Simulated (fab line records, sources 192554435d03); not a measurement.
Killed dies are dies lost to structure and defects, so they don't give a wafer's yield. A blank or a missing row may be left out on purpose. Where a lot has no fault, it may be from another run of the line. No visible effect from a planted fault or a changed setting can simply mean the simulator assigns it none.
Matching of chambers + flow n5 finfet + 4 sister chambers for N5_MOL_CONTACT_COAG_ETCH_105 on rie diel-03
The step etches SiARC in CF4, target depth 15.6 nm, time 26 s. 4 wafers are shown with their chamber, then 9 later ones without.

== WAFERS, EACH WITH ITS CHAMBER ==
| wafer  | chamber | showerhead plenum p Torr (Torr) |
|--------|---------|---------------------------------|
| L085.4 | 3       | 2.26                            |
| L090.1 | 2       | 2.21                            |
| L090.3 | 1       | 2.19                            |
| L090.4 | 0       | 2.22                            |

== WAFERS WITH NO CHAMBER GIVEN ==
| wafer  | showerhead plenum p Torr (Torr) |
|--------|---------------------------------|
| L092.2 | 2.21                            |
| L092.5 | 2.19                            |
| L092.6 | 2.25                            |
| L094.2 | 2.22                            |
| L094.4 | 2.25                            |
| L094.6 | 2.25                            |
| L096.1 | 2.19                            |
| L096.2 | 2.21                            |
| L096.6 | 2.22                            |

== EACH ONE'S CHAMBER ==
| wafer  | from the rows above     | in truth |
|--------|-------------------------|----------|
| L092.2 | can't be placed: 2 or 0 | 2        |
| L092.5 | 1                       | 1        |
| L092.6 | 3                       | 3        |
| L094.2 | can't be placed: 0 or 2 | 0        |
| L094.4 | 3                       | 3        |
| L094.6 | 3                       | 3        |
| L096.1 | 1                       | 1        |
| L096.2 | can't be placed: 2 or 0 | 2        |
| L096.6 | can't be placed: 0 or 2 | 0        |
5 of 9 placed correctly. Not placeable from these rows: 4 (in 4, the candidates include the true chamber). Number placed wrongly: 0.
How it was worked out, from the rows above alone: a wafer's distance from a chamber is the root of the sum, over the readings, of the square of ((its reading less the chamber's mean) divided by the reading's scatter). The wafer belongs to the nearest chamber; if the next one is less than 2 further off, it can't be placed. A chamber's mean is the mean of its shown wafers. The scatter: root of mean squared gap, hidden wafer to nearest shown wafer, with one shown wafer a chamber.
